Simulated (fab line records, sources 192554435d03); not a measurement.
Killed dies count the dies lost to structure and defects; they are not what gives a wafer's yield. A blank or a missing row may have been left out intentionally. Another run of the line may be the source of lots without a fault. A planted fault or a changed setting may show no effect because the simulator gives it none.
Matching of chambers || flow n5Finfet || N5_SPACER0_ALD_08 on aldSin-02: 4 sister chambers
The step deposits SiNx, target thk 2 nm. 8 wafers are shown with their chamber, then 10 later ones without.

== EACH WAFER AND ITS CHAMBER ==
{"wafer": "L079.2", "chamber": 1, "heaterPowerW (W)": 834}
{"wafer": "L079.3", "chamber": 0, "heaterPowerW (W)": 725}
{"wafer": "L082.6", "chamber": 2, "heaterPowerW (W)": 885}
{"wafer": "L083.2", "chamber": 3, "heaterPowerW (W)": 856}
{"wafer": "L083.4", "chamber": 1, "heaterPowerW (W)": 842}
{"wafer": "L083.6", "chamber": 3, "heaterPowerW (W)": 846}
{"wafer": "L086.2", "chamber": 2, "heaterPowerW (W)": 883}
{"wafer": "L086.3", "chamber": 0, "heaterPowerW (W)": 721}

== WAFERS WITHOUT THEIR CHAMBER ==
{"wafer": "L086.5", "heaterPowerW (W)": 869}
{"wafer": "L089.1", "heaterPowerW (W)": 889}
{"wafer": "L089.5", "heaterPowerW (W)": 743}
{"wafer": "L089.6", "heaterPowerW (W)": 885}
{"wafer": "L096.1", "heaterPowerW (W)": 856}
{"wafer": "L096.4", "heaterPowerW (W)": 889}
{"wafer": "L096.5", "heaterPowerW (W)": 856}
{"wafer": "L097.1", "heaterPowerW (W)": 889}
{"wafer": "L097.5", "heaterPowerW (W)": 839}
{"wafer": "L097.6", "heaterPowerW (W)": 881}

== WHICH CHAMBER EACH WENT THROUGH ==
{"wafer": "L086.5", "from the rows above": "can't be placed: 2 or 3", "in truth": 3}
{"wafer": "L089.1", "from the rows above": 2, "in truth": 2}
{"wafer": "L089.5", "from the rows above": 0, "in truth": 0}
{"wafer": "L089.6", "from the rows above": 2, "in truth": 2}
{"wafer": "L096.1", "from the rows above": 3, "in truth": 3}
{"wafer": "L096.4", "from the rows above": 2, "in truth": 2}
{"wafer": "L096.5", "from the rows above": 3, "in truth": 3}
{"wafer": "L097.1", "from the rows above": 2, "in truth": 2}
{"wafer": "L097.5", "from the rows above": 1, "in truth": 1}
{"wafer": "L097.6", "from the rows above": 2, "in truth": 2}
Placed correctly: 9 of 10. Cannot be placed on the basis of these rows: 1; the candidates contain the true chamber in 1. Placed wrongly: 0.
How it was worked out, from the rows above alone: a wafer's distance from a chamber is the root of the sum, over the readings, of the square of ((its reading less the chamber's mean) divided by the reading's scatter). The wafer belongs to the nearest chamber; if the next one is less than 2 further off, it can't be placed. For every chamber, the mean is computed from those of its wafers that are shown. The scatter: the root of (the sum of the squares of (reading less its chamber's mean) over the shown wafers, divided by (wafers less chambers)).
